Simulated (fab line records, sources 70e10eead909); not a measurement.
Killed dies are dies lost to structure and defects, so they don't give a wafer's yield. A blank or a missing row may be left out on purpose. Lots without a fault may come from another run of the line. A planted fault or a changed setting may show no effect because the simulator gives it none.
Which tool did it? | flow nand_harc | 24 lots, 72 wafers sampled, at 1 step of a route of 1302

WHAT THE GAUGES READ, wafer by wafer
NHARC_P_CONTACT_INSPECT_14. Usual: raw_defect_count 3.5, standard deviation 2.2.
lot  | measured     | on                | raw_defect_count | flag
L074 | day 6 02:20  | defect_inspect-01 | 3 0 5            |
L075 | day 6 20:04  | defect_inspect-02 | 4 5 3            |
L076 | day 6 21:52  | defect_inspect-02 | 7 1 6            |
L077 | day 7 03:36  | defect_inspect-02 | 2 4 2            |
L078 | day 7 10:28  | defect_inspect-02 | 0 1 3            |
L079 | day 7 23:07  | defect_inspect-02 | 2 1 0            |
L080 | day 8 08:16  | defect_inspect-01 | 5 5 3            |
L081 | day 9 00:47  | defect_inspect-02 | 7 6 8            |
L082 | day 9 00:57  | defect_inspect-01 | 3 0 5            |
L083 | day 10 02:20 | defect_inspect-01 | 2 3 4            |
L084 | day 10 04:36 | defect_inspect-02 | 3 6 2            |
L085 | day 10 11:17 | defect_inspect-01 | 3 4 1            |
L086 | day 11 01:49 | defect_inspect-02 | 5 0 2            |
L087 | day 11 02:06 | defect_inspect-02 | 2 5 5            |
L088 | day 12 01:29 | defect_inspect-02 | 8 7 8            |
L089 | day 12 03:23 | defect_inspect-02 | 1 1 2            |
L090 | day 12 20:07 | defect_inspect-01 | 5 2 7            |
L091 | day 13 00:26 | defect_inspect-01 | 4 3 4            |
L092 | day 13 08:26 | defect_inspect-02 | 4 3 1            |
L093 | day 14 02:18 | defect_inspect-01 | 3 3 5            |
L094 | day 14 10:15 | defect_inspect-01 | 0 4 2            |
L096 | day 14 23:56 | defect_inspect-01 | 3 2 1            |
L095 | day 15 00:50 | defect_inspect-01 | 5 4 7            |
L097 | day 15 10:07 | defect_inspect-01 | 7 3 5            |

WHICH TOOL RAN EACH LOT (tool, then ch and the chambers of the sampled wafers, then the start)
The record holds no process step before these readings.

WHAT THE TOOLS THEMSELVES READ (means of the sampled wafers that have a number; where no wafer has one, the mark that the record gives instead)
The record holds no such reading with a usual standard deviation.

THE ANSWER, worked out from the rows above alone
Rule: a lot is off if the mean of its wafers that have a number lies more than 3 standard deviations from the usual mean. A lot without any number at a reading at which 4 lots or more have one is off too. The other lots that the step has rows for count as sound. The gauges are gone through in route order, then the tools' own readings, and for those a lot's mean is taken as printed above. The first step at which some lot is off is used, and at that step the reading that is off furthest; a lot without a number counts as furthest.
No lot is off at any reading shown: from this, nothing can be told.

WHAT THE SIMULATOR HAD PUT IN
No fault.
